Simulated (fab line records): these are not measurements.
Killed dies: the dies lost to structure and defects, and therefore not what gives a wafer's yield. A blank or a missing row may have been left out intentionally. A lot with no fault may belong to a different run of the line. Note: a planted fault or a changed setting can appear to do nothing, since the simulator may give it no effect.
Chamber matching | flow nandHarc | NHARC_A_CHANNEL_HOLE_D1_DESCUM_15 on rieDiel-09: 4 sister chambers
The step chemistry O2, time 3 s. 4 wafers are shown with their chamber, then 10 later ones without.

== WAFERS, EACH WITH ITS CHAMBER ==
wafer  | chamber | drypumpMotorCurrentA (A)
L081.2 | 0       | 6.2
L087.5 | 2       | 4.8
L088.2 | 3       | 5.9
L088.4 | 1       | 6.0

== WAFERS WITH NO CHAMBER GIVEN ==
wafer  | drypumpMotorCurrentA (A)
L088.5 | 6.0
L090.1 | 6.0
L090.3 | 4.8
L090.5 | 4.8
L092.2 | 6.2
L092.3 | 6.0
L092.6 | 4.7
L095.1 | 6.0
L095.2 | 5.9
L095.3 | 4.8

== WHICH CHAMBER EACH WENT THROUGH ==
wafer  | from the rows above | in truth
L088.5 | 1                   | 1
L090.1 | 1                   | 1
L090.3 | 2                   | 2
L090.5 | 2                   | 2
L092.2 | 0                   | 0
L092.3 | 1                   | 1
L092.6 | 2                   | 2
L095.1 | 1                   | 1
L095.2 | 3                   | 3
L095.3 | 2                   | 2
Correctly placed: 10 of 10. Can't be placed from these rows: 0. Wrongly placed: 0.
How it was worked out, from the rows above alone: a wafer's distance from a chamber is the root of the sum, over the readings, of the square of ((its reading less the chamber's mean) divided by the reading's scatter). If the next closest chamber is less than 2 further off than the closest, the wafer can't be placed; otherwise it belongs to the closest. A chamber's mean is the mean of its shown wafers. The scatter: with one shown wafer a chamber, the root of the mean of the squares of how far each hidden wafer lies from its nearest shown one.
